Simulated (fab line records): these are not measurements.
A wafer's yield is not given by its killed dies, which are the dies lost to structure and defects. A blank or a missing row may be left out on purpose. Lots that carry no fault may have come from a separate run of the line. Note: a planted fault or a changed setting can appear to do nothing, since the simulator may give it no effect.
What tool caused it? / flow n5Finfet / 9 lots, 25 wafers sampled, at 5 steps of a route of 1938

## WHAT EACH GAUGE READ, for each wafer
N5_BEOL_M4_RC_MEAS_101. Usual: DIBL_N 35.8 mV/V, standard deviation 1.5; DIBL_P 35.9 mV/V, standard deviation 1.8; IOFF_N 0.152 nA/um, standard deviation 0.025; IOFF_P 0.21 nA/um, standard deviation 0.031; ION_N 672 uA/um, standard deviation 11; ION_P 462 uA/um, standard deviation 7.4; SS_N 71.5 mV/dec, standard deviation 0.52; SS_P 73.2 mV/dec, standard deviation 0.54; VT_N 250 mV, standard deviation 3; VT_P -250 mV, standard deviation 3.3.
lot=L192; measured=day 7 22:11; on=prober-01; DIBL_N (mV/V)=35.7 38.0 37.1; DIBL_P (mV/V)=36.5 38.4 37.1; IOFF_N (nA/um)=0.146 0.192 0.176; IOFF_P (nA/um)=0.19 0.21 0.20; ION_N (uA/um)=670 672 682; ION_P (uA/um)=454 457 455; SS_N (mV/dec)=72.9 73.0 72.7; SS_P (mV/dec)=72.9 73.7 73.0; VT_N (mV)=251 250 251; VT_P (mV)=-253 -249 -249; flag=
lot=L197; measured=day 10 03:01; on=prober-02; DIBL_N (mV/V)=36.8 37.5; DIBL_P (mV/V)=38.6 38.5; IOFF_N (nA/um)=0.155 0.170; IOFF_P (nA/um)=0.19 0.20; ION_N (uA/um)=678 676; ION_P (uA/um)=459 463; SS_N (mV/dec)=71.0 70.9; SS_P (mV/dec)=73.4 73.9; VT_N (mV)=252 251; VT_P (mV)=-252 -254; flag=
lot=L198; measured=day 9 17:10; on=prober-02; DIBL_N (mV/V)=37.0 37.5 35.0; DIBL_P (mV/V)=36.6 37.7 33.7; IOFF_N (nA/um)=0.143 0.146 0.112; IOFF_P (nA/um)=0.19 0.19 0.14; ION_N (uA/um)=670 665 661; ION_P (uA/um)=459 453 450; SS_N (mV/dec)=71.6 71.9 71.4; SS_P (mV/dec)=73.8 74.1 72.9; VT_N (mV)=252 254 256; VT_P (mV)=-255 -255 -259; flag=
lot=L200; measured=day 10 14:59; on=prober-01; DIBL_N (mV/V)=35.9 36.2 35.8; DIBL_P (mV/V)=35.9 36.9 36.0; IOFF_N (nA/um)=0.158 0.169 0.161; IOFF_P (nA/um)=0.21 0.23 0.21; ION_N (uA/um)=673 684 685; ION_P (uA/um)=464 469 466; SS_N (mV/dec)=71.3 71.0 70.9; SS_P (mV/dec)=72.6 73.7 73.8; VT_N (mV)=248 248 248; VT_P (mV)=-245 -248 -251; flag=
lot=L203; measured=day 10 20:46; on=prober-01; DIBL_N (mV/V)=37.1 34.2 35.5; DIBL_P (mV/V)=37.8 34.8 36.5; IOFF_N (nA/um)=0.177 0.128 0.145; IOFF_P (nA/um)=0.23 0.18 0.20; ION_N (uA/um)=667 677 672; ION_P (uA/um)=458 467 459; SS_N (mV/dec)=71.3 71.8 71.3; SS_P (mV/dec)=74.7 73.7 74.1; VT_N (mV)=248 252 251; VT_P (mV)=-248 -250 -253; flag=
lot=L208; measured=day 12 20:54; on=prober-01; DIBL_N (mV/V)=34.6 36.3 35.0; DIBL_P (mV/V)=35.8 37.8 36.7; IOFF_N (nA/um)=0.160 0.185 0.175; IOFF_P (nA/um)=0.20 0.24 0.22; ION_N (uA/um)=672 692 701; ION_P (uA/um)=456 470 472; SS_N (mV/dec)=71.6 71.3 71.0; SS_P (mV/dec)=73.2 73.8 73.5; VT_N (mV)=247 245 246; VT_P (mV)=-250 -250 -250; flag=
lot=L212; measured=day 13 12:31; on=prober-02; DIBL_N (mV/V)=33.7 33.9 34.5; DIBL_P (mV/V)=34.6 34.2 34.7; IOFF_N (nA/um)=0.135 0.133 0.145; IOFF_P (nA/um)=0.20 0.19 0.20; ION_N (uA/um)=662 664 653; ION_P (uA/um)=465 455 455; SS_N (mV/dec)=71.3 71.8 71.4; SS_P (mV/dec)=72.6 73.0 73.2; VT_N (mV)=251 253 254; VT_P (mV)=-249 -251 -252; flag=
lot=L213; measured=day 13 15:20; on=prober-01; DIBL_N (mV/V)=36.0 35.9 35.4; DIBL_P (mV/V)=35.4 35.9 35.1; IOFF_N (nA/um)=0.146 0.154 0.144; IOFF_P (nA/um)=0.22 0.23 0.21; ION_N (uA/um)=676 678 693; ION_P (uA/um)=467 466 468; SS_N (mV/dec)=71.5 71.8 71.3; SS_P (mV/dec)=73.1 73.0 72.4; VT_N (mV)=251 246 251; VT_P (mV)=-249 -248 -248; flag=
lot=L214; measured=day 14 09:00; on=prober-02; DIBL_N (mV/V)=35.6 35.0; DIBL_P (mV/V)=35.7 34.9; IOFF_N (nA/um)=0.151 0.137; IOFF_P (nA/um)=0.21 0.19; ION_N (uA/um)=666 675; ION_P (uA/um)=465 472; SS_N (mV/dec)=71.9 71.3; SS_P (mV/dec)=73.4 72.8; VT_N (mV)=251 256; VT_P (mV)=-251 -253; flag=

## WHAT TOOL EACH LOT RAN ON (gives the tool, then ch and the chambers of the sampled wafers, and finally the start)
lot=L192; N5_GATE_CUT_PECVD_57=pecvd-04 ch 0,1, day 4 17:37; N5_GATE_CUT_ETCH_36=rieDiel-05 ch 2,3, day 4 18:50; N5_GATE_CUT_ETCH_37=rieDiel-05 ch 2,3, day 4 18:52; N5_GATE_CUT_ETCH_47=rieMetal-03 ch 0,1, day 4 19:20
lot=L197; N5_GATE_CUT_PECVD_57=pecvd-04 ch 0,2, day 6 03:46; N5_GATE_CUT_ETCH_36=rieDiel-01 ch 0,1, day 6 04:49; N5_GATE_CUT_ETCH_37=rieDiel-01 ch 0,1, day 6 04:51; N5_GATE_CUT_ETCH_47=rieMetal-01 ch 1, day 6 05:28
lot=L198; N5_GATE_CUT_PECVD_57=pecvd-01 ch 1,2, day 6 07:40; N5_GATE_CUT_ETCH_36=rieDiel-05 ch 0,1, day 6 08:53; N5_GATE_CUT_ETCH_37=rieDiel-05 ch 0,1, day 6 08:55; N5_GATE_CUT_ETCH_47=rieMetal-01 ch 0,1, day 6 09:23
lot=L200; N5_GATE_CUT_PECVD_57=pecvd-02 ch 0,1,2, day 6 16:40; N5_GATE_CUT_ETCH_36=rieDiel-06 ch 0,2,3, day 6 17:35; N5_GATE_CUT_ETCH_37=rieDiel-06 ch 0,2,3, day 6 17:37; N5_GATE_CUT_ETCH_47=rieMetal-01 ch 0,1, day 6 18:04
lot=L203; N5_GATE_CUT_PECVD_57=pecvd-01 ch 0,1, day 7 11:53; N5_GATE_CUT_ETCH_36=rieDiel-06 ch 0,3, day 7 12:58; N5_GATE_CUT_ETCH_37=rieDiel-06 ch 0,3, day 7 13:00; N5_GATE_CUT_ETCH_47=rieMetal-01 ch 0,1, day 7 13:37
lot=L208; N5_GATE_CUT_PECVD_57=pecvd-02 ch 1,2, day 8 15:31; N5_GATE_CUT_ETCH_36=rieDiel-06 ch 0,2, day 8 16:26; N5_GATE_CUT_ETCH_37=rieDiel-06 ch 0,2, day 8 16:28; N5_GATE_CUT_ETCH_47=rieMetal-03 ch 0,1, day 8 16:55
lot=L212; N5_GATE_CUT_PECVD_57=pecvd-02 ch 0,1, day 9 17:48; N5_GATE_CUT_ETCH_36=rieDiel-06 ch 0,1,2, day 9 18:53; N5_GATE_CUT_ETCH_37=rieDiel-06 ch 0,1,2, day 9 18:55; N5_GATE_CUT_ETCH_47=rieMetal-01 ch 0,1, day 9 19:23
lot=L213; N5_GATE_CUT_PECVD_57=pecvd-04 ch 1,2, day 10 00:28; N5_GATE_CUT_ETCH_36=rieDiel-05 ch 0,3, day 10 01:49; N5_GATE_CUT_ETCH_37=rieDiel-05 ch 0,3, day 10 01:50; N5_GATE_CUT_ETCH_47=rieMetal-03 ch 0, day 10 02:22
lot=L214; N5_GATE_CUT_PECVD_57=pecvd-01 ch 0,1, day 10 07:28; N5_GATE_CUT_ETCH_36=rieDiel-05 ch 1,3, day 10 08:32; N5_GATE_CUT_ETCH_37=rieDiel-05 ch 1,3, day 10 08:33; N5_GATE_CUT_ETCH_47=rieMetal-01 ch 0,1, day 10 09:01
- N5_GATE_CUT_PECVD_57: deposits SiNx from SiH4/NH3/N2, target thk 21 nm.
- N5_GATE_CUT_ETCH_36: etches SiARC in CF4, target depth 13 nm, time 21.7 s.
- N5_GATE_CUT_ETCH_37: etches SOC in N2/H2, target depth 60 nm, overetch 12 nm, time 90 s.
- N5_GATE_CUT_ETCH_47: etches SiO2 in Cl2/BCl3, target depth 10 nm.

## WHAT THE TOOLS THEMSELVES READ (means of the sampled wafers that have a number; where no wafer has one, the mark that the record gives instead)
N5_GATE_CUT_PECVD_57. Usual: heaterPowerW 729 W, standard deviation 77; showerheadPlenumPTorr 5.15 Torr, standard deviation 0.064; throttleValvePct 41.2 %, standard deviation 2.7.
lot=L192; tool=pecvd-04; heaterPowerW (W)=834; showerheadPlenumPTorr (Torr)=5.11; throttleValvePct (%)=38.5; flag=
lot=L197; tool=pecvd-04; heaterPowerW (W)=736; showerheadPlenumPTorr (Torr)=5.08; throttleValvePct (%)=39.2; flag=
lot=L198; tool=pecvd-01; heaterPowerW (W)=742; showerheadPlenumPTorr (Torr)=5.19; throttleValvePct (%)=44.9; flag=
lot=L200; tool=pecvd-02; heaterPowerW (W)=747; showerheadPlenumPTorr (Torr)=5.15; throttleValvePct (%)=41.2; flag=
lot=L203; tool=pecvd-01; heaterPowerW (W)=817; showerheadPlenumPTorr (Torr)=5.24; throttleValvePct (%)=40.7; flag=
lot=L208; tool=pecvd-02; heaterPowerW (W)=653; showerheadPlenumPTorr (Torr)=5.15; throttleValvePct (%)=39.5; flag=
lot=L212; tool=pecvd-02; heaterPowerW (W)=757; showerheadPlenumPTorr (Torr)=5.18; throttleValvePct (%)=41.2; flag=
lot=L213; tool=pecvd-04; heaterPowerW (W)=694; showerheadPlenumPTorr (Torr)=5.07; throttleValvePct (%)=40.2; flag=
lot=L214; tool=pecvd-01; heaterPowerW (W)=795; showerheadPlenumPTorr (Torr)=5.23; throttleValvePct (%)=41.8; flag=

N5_GATE_CUT_ETCH_36. Usual: biasW 35.98 W, standard deviation 0.099; drypumpMotorCurrentA 5.61 A, standard deviation 0.29; etchRfOnTimeS 21.7 s, standard deviation 0.48; oesProductAu 0.65 a.u., standard deviation 0.063; rfVppV 184.4 V, standard deviation 0.99; showerheadPlenumPTorr 2.17 Torr, standard deviation 0.047; throttleValvePct 15.63 %, standard deviation 0.21.
lot=L192; tool=rieDiel-05; biasW (W)=36.08; drypumpMotorCurrentA (A)=5.55; etchRfOnTimeS (s)=21.6; oesProductAu (a.u.)=0.72; rfVppV (V)=184.8; showerheadPlenumPTorr (Torr)=2.16; throttleValvePct (%)=15.60; flag=
lot=L197; tool=rieDiel-01; biasW (W)=36.06; drypumpMotorCurrentA (A)=6.03; etchRfOnTimeS (s)=22.1; oesProductAu (a.u.)=0.58; rfVppV (V)=185.6; showerheadPlenumPTorr (Torr)=2.20; throttleValvePct (%)=15.98; flag=
lot=L198; tool=rieDiel-05; biasW (W)=35.89; drypumpMotorCurrentA (A)=5.77; etchRfOnTimeS (s)=21.3; oesProductAu (a.u.)=0.67; rfVppV (V)=184.4; showerheadPlenumPTorr (Torr)=2.21; throttleValvePct (%)=15.44; flag=
lot=L200; tool=rieDiel-06; biasW (W)=35.96; drypumpMotorCurrentA (A)=5.56; etchRfOnTimeS (s)=21.8; oesProductAu (a.u.)=0.66; rfVppV (V)=184.1; showerheadPlenumPTorr (Torr)=2.15; throttleValvePct (%)=15.64; flag=
lot=L203; tool=rieDiel-06; biasW (W)=36.01; drypumpMotorCurrentA (A)=5.50; etchRfOnTimeS (s)=21.5; oesProductAu (a.u.)=0.69; rfVppV (V)=184.1; showerheadPlenumPTorr (Torr)=2.13; throttleValvePct (%)=15.58; flag=
lot=L208; tool=rieDiel-06; biasW (W)=35.99; drypumpMotorCurrentA (A)=5.65; etchRfOnTimeS (s)=22.1; oesProductAu (a.u.)=0.62; rfVppV (V)=184.0; showerheadPlenumPTorr (Torr)=2.16; throttleValvePct (%)=15.75; flag=
lot=L212; tool=rieDiel-06; biasW (W)=35.97; drypumpMotorCurrentA (A)=5.55; etchRfOnTimeS (s)=22.4; oesProductAu (a.u.)=0.67; rfVppV (V)=184.4; showerheadPlenumPTorr (Torr)=2.18; throttleValvePct (%)=15.61; flag=
lot=L213; tool=rieDiel-05; biasW (W)=36.03; drypumpMotorCurrentA (A)=5.88; etchRfOnTimeS (s)=21.6; oesProductAu (a.u.)=0.62; rfVppV (V)=184.3; showerheadPlenumPTorr (Torr)=2.19; throttleValvePct (%)=15.69; flag=
lot=L214; tool=rieDiel-05; biasW (W)=35.94; drypumpMotorCurrentA (A)=5.40; etchRfOnTimeS (s)=21.5; oesProductAu (a.u.)=0.64; rfVppV (V)=184.4; showerheadPlenumPTorr (Torr)=2.13; throttleValvePct (%)=15.62; flag=

N5_GATE_CUT_ETCH_37. Usual: biasW 150.0 W, standard deviation 0.44; drypumpMotorCurrentA 5.62 A, standard deviation 0.29; oesProductAu 0.69 a.u., standard deviation 0.062; rfVppV 524.7 V, standard deviation 1.7; showerheadPlenumPTorr 2.58 Torr, standard deviation 0.057; throttleValvePct 17.90 %, standard deviation 0.22.
lot=L192; tool=rieDiel-05; biasW (W)=150.1; drypumpMotorCurrentA (A)=5.55; oesProductAu (a.u.)=0.75; rfVppV (V)=524.6; showerheadPlenumPTorr (Torr)=2.58; throttleValvePct (%)=17.90; flag=
lot=L197; tool=rieDiel-01; biasW (W)=150.2; drypumpMotorCurrentA (A)=6.03; oesProductAu (a.u.)=0.62; rfVppV (V)=525.5; showerheadPlenumPTorr (Torr)=2.63; throttleValvePct (%)=18.36; flag=
lot=L198; tool=rieDiel-05; biasW (W)=150.3; drypumpMotorCurrentA (A)=5.79; oesProductAu (a.u.)=0.70; rfVppV (V)=526.5; showerheadPlenumPTorr (Torr)=2.63; throttleValvePct (%)=17.73; flag=
lot=L200; tool=rieDiel-06; biasW (W)=150.3; drypumpMotorCurrentA (A)=5.55; oesProductAu (a.u.)=0.69; rfVppV (V)=524.6; showerheadPlenumPTorr (Torr)=2.56; throttleValvePct (%)=17.93; flag=
lot=L203; tool=rieDiel-06; biasW (W)=150.1; drypumpMotorCurrentA (A)=5.50; oesProductAu (a.u.)=0.72; rfVppV (V)=523.8; showerheadPlenumPTorr (Torr)=2.54; throttleValvePct (%)=17.94; flag=
lot=L208; tool=rieDiel-06; biasW (W)=155.3; drypumpMotorCurrentA (A)=5.65; oesProductAu (a.u.)=0.65; rfVppV (V)=536.3; showerheadPlenumPTorr (Torr)=2.57; throttleValvePct (%)=17.95; flag=OFF
lot=L212; tool=rieDiel-06; biasW (W)=155.7; drypumpMotorCurrentA (A)=5.57; oesProductAu (a.u.)=0.71; rfVppV (V)=537.0; showerheadPlenumPTorr (Torr)=2.59; throttleValvePct (%)=17.75; flag=OFF
lot=L213; tool=rieDiel-05; biasW (W)=149.9; drypumpMotorCurrentA (A)=5.87; oesProductAu (a.u.)=0.65; rfVppV (V)=525.1; showerheadPlenumPTorr (Torr)=2.59; throttleValvePct (%)=17.85; flag=
lot=L214; tool=rieDiel-05; biasW (W)=149.8; drypumpMotorCurrentA (A)=5.42; oesProductAu (a.u.)=0.67; rfVppV (V)=524.6; showerheadPlenumPTorr (Torr)=2.54; throttleValvePct (%)=17.83; flag=

N5_GATE_CUT_ETCH_47. Usual: bcl3FlowSccm 21.75 sccm, standard deviation 0.058; biasW 126.0 W, standard deviation 0.35; drypumpMotorCurrentA 5.8 A, standard deviation 0.45; mfcCl2Sccm 53.25 sccm, standard deviation 0.16; oes_ar_750_au 0.72 a.u., standard deviation 0.081; oesProductAu 0.72 a.u., standard deviation 0.091; throttleValvePct 23.07 %, standard deviation 0.22.
lot=L192; tool=rieMetal-03; bcl3FlowSccm (sccm)=21.77; biasW (W)=126.2; drypumpMotorCurrentA (A)=5.8; mfcCl2Sccm (sccm)=53.05; oes_ar_750_au (a.u.)=0.84; oesProductAu (a.u.)=0.86; throttleValvePct (%)=22.93; flag=
lot=L197; tool=rieMetal-01; bcl3FlowSccm (sccm)=21.68; biasW (W)=126.1; drypumpMotorCurrentA (A)=6.4; mfcCl2Sccm (sccm)=53.08; oes_ar_750_au (a.u.)=0.68; oesProductAu (a.u.)=0.68; throttleValvePct (%)=23.32; flag=
lot=L198; tool=rieMetal-01; bcl3FlowSccm (sccm)=21.71; biasW (W)=125.7; drypumpMotorCurrentA (A)=5.8; mfcCl2Sccm (sccm)=53.21; oes_ar_750_au (a.u.)=0.67; oesProductAu (a.u.)=0.65; throttleValvePct (%)=23.11; flag=
lot=L200; tool=rieMetal-01; bcl3FlowSccm (sccm)=21.73; biasW (W)=126.0; drypumpMotorCurrentA (A)=5.8; mfcCl2Sccm (sccm)=53.29; oes_ar_750_au (a.u.)=0.66; oesProductAu (a.u.)=0.65; throttleValvePct (%)=23.12; flag=
lot=L203; tool=rieMetal-01; bcl3FlowSccm (sccm)=21.79; biasW (W)=126.1; drypumpMotorCurrentA (A)=5.9; mfcCl2Sccm (sccm)=53.24; oes_ar_750_au (a.u.)=0.66; oesProductAu (a.u.)=0.66; throttleValvePct (%)=23.12; flag=
lot=L208; tool=rieMetal-03; bcl3FlowSccm (sccm)=21.77; biasW (W)=125.9; drypumpMotorCurrentA (A)=5.4; mfcCl2Sccm (sccm)=53.19; oes_ar_750_au (a.u.)=0.81; oesProductAu (a.u.)=0.81; throttleValvePct (%)=22.82; flag=
lot=L212; tool=rieMetal-01; bcl3FlowSccm (sccm)=21.75; biasW (W)=126.0; drypumpMotorCurrentA (A)=5.8; mfcCl2Sccm (sccm)=53.19; oes_ar_750_au (a.u.)=0.65; oesProductAu (a.u.)=0.65; throttleValvePct (%)=23.12; flag=
lot=L213; tool=rieMetal-03; bcl3FlowSccm (sccm)=21.73; biasW (W)=125.6; drypumpMotorCurrentA (A)=6.2; mfcCl2Sccm (sccm)=53.05; oes_ar_750_au (a.u.)=0.82; oesProductAu (a.u.)=0.84; throttleValvePct (%)=23.09; flag=
lot=L214; tool=rieMetal-01; bcl3FlowSccm (sccm)=21.78; biasW (W)=126.1; drypumpMotorCurrentA (A)=6.0; mfcCl2Sccm (sccm)=53.27; oes_ar_750_au (a.u.)=0.66; oesProductAu (a.u.)=0.65; throttleValvePct (%)=23.18; flag=

## THE ANSWER, worked out from the rows above alone
Rule: take the mean of a lot's wafers that have a number; if it is more than 3 standard deviations from the usual mean, the lot is off. Also off: a lot with no number at a reading for which 4 or more lots have one. Where the step has rows for the other lots, those lots are counted as sound. Order of review: gauges by route order, followed by the tools' own readings, for which a lot's mean as printed above is used. At the first step where some lot is off, the reading lying furthest off is the one used; lots without a number count as furthest.
Off: L208, L212 (N5_GATE_CUT_ETCH_37, biasW).
A tool fits if, at that step or a process step before it, it ran every lot that is off, and no sound lot after the first of them. Undecided on this evidence; 2 tools fit (pecvd-02 at N5_GATE_CUT_PECVD_57, rieDiel-06 at N5_GATE_CUT_ETCH_36 and N5_GATE_CUT_ETCH_37).

## WHAT THE SIMULATOR HAD INSERTED
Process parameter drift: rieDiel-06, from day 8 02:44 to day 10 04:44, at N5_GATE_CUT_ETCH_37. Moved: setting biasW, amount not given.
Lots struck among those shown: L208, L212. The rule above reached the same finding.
